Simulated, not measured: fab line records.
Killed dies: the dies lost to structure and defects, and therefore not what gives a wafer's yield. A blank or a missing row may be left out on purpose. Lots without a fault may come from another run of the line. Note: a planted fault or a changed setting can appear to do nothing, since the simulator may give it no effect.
2 desks, one fault | flow n5 finfet | every desk sees just its own numbers, and what lay behind them comes last

## THE METROLOGY DESK
Means of the sampled wafers that have a number, per lot and without regard to the tool the lot ran on: this is what the gauges read. A lot is out of limits, marked OUT, if its mean lies more than 4 standard deviations from the usual mean; the brackets give that distance. Of its 10 readings 7 are shown: those that lie furthest out on some lot.
Columns: A = DIBL_N at N5_BEOL_M4_RC_MEAS_101, usual 36.5 mV/V; B = DIBL_P at N5_BEOL_M4_RC_MEAS_101, usual 36.6 mV/V; C = ION_N at N5_BEOL_M4_RC_MEAS_101, usual 674 uA/um; D = ION_P at N5_BEOL_M4_RC_MEAS_101, usual 462 uA/um; E = SS_N at N5_BEOL_M4_RC_MEAS_101, usual 71.6 mV/dec; F = VT_N at N5_BEOL_M4_RC_MEAS_101, usual 250 mV; G = VT_P at N5_BEOL_M4_RC_MEAS_101, usual -250 mV
lot  | first seen here | A    | B    | C   | D   | E    | F   | G
L140 | day 10 11:35    | 39.1 | 40.3 | 686 | 468 | 71.9 | 247 | -248
L142 | day 10 20:36    | 34.6 | 35.4 | 673 | 462 | 70.9 | 253 | -253
L145 | day 11 10:42    | 34.8 | 34.9 | 657 | 453 | 71.3 | 251 | -252
L146 | day 11 12:14    | 36.8 | 35.4 | 694 | 470 | 71.3 | 251 | -252
L144 | day 11 17:02    | 37.3 | 37.0 | 675 | 456 | 71.7 | 248 | -254
L143 | day 11 21:37    | 37.2 | 37.4 | 675 | 462 | 72.0 | 251 | -251
L147 | day 12 06:16    | 36.7 | 36.2 | 668 | 464 | 71.7 | 253 | -249
L150 | day 13 00:13    | 37.7 | 38.0 | 692 | 469 | 71.4 | 245 | -249
L154 | day 13 11:56    | 35.4 | 35.0 | 675 | 473 | 71.5 | 248 | -246
L155 | day 14 11:39    | 39.3 | 39.1 | 676 | 461 | 72.5 | 249 | -250
This desk's finding: nothing out of limits on any of the 10 lots.

## DESK OF THE TOOL OWNER: litho track-03
The tool's own readings at N5_BEOL_M2_COAT_05 (resist thk 30 nm): means of the sampled wafers that have a number, for each lot that ran on this tool. A lot is out of limits, marked OUT, if its mean lies more than 4 standard deviations from the usual mean; the brackets give that distance.
Columns: A = spin speed rpm at N5_BEOL_M2_COAT_05, usual 1500.0 rpm
lot  | first seen here | A
L140 | day 7 05:59     | 1500.1
L143 | day 8 20:48     | 1500.1
L146 | day 8 23:52     | 1499.8
L147 | day 9 05:35     | 1500.4
L150 | day 9 21:55     | 1499.9
L154 | day 11 06:33    | 1373.2 (-99 or more) OUT
L155 | day 11 15:44    | 1373.3 (-99 or more) OUT
Finding of this desk: L154, L155 out of limits; the first was L154 at day 11 06:33, on spin speed rpm at N5_BEOL_M2_COAT_05. L140, L143, L146, L147, L150: within limits.

## PUT TOGETHER
At day 11 06:33, on L154, L155, the tool owner's desk was in a position to raise an alarm.
The metrology desk saw nothing out of limits.
The metrology desk has L154, L155 on record, within its limits.
Of the lots named, all ran N5_BEOL_M2_COAT_05 on litho track-03.

## WHAT THE SIMULATOR HAD PUT IN
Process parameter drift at N5_BEOL_M2_COAT_05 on litho track-03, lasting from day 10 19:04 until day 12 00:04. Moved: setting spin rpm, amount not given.
Lots struck among those shown: L154, L155.
Each desk's first reading out of limits, in hours after the fault started: the tool owner's desk, 11.
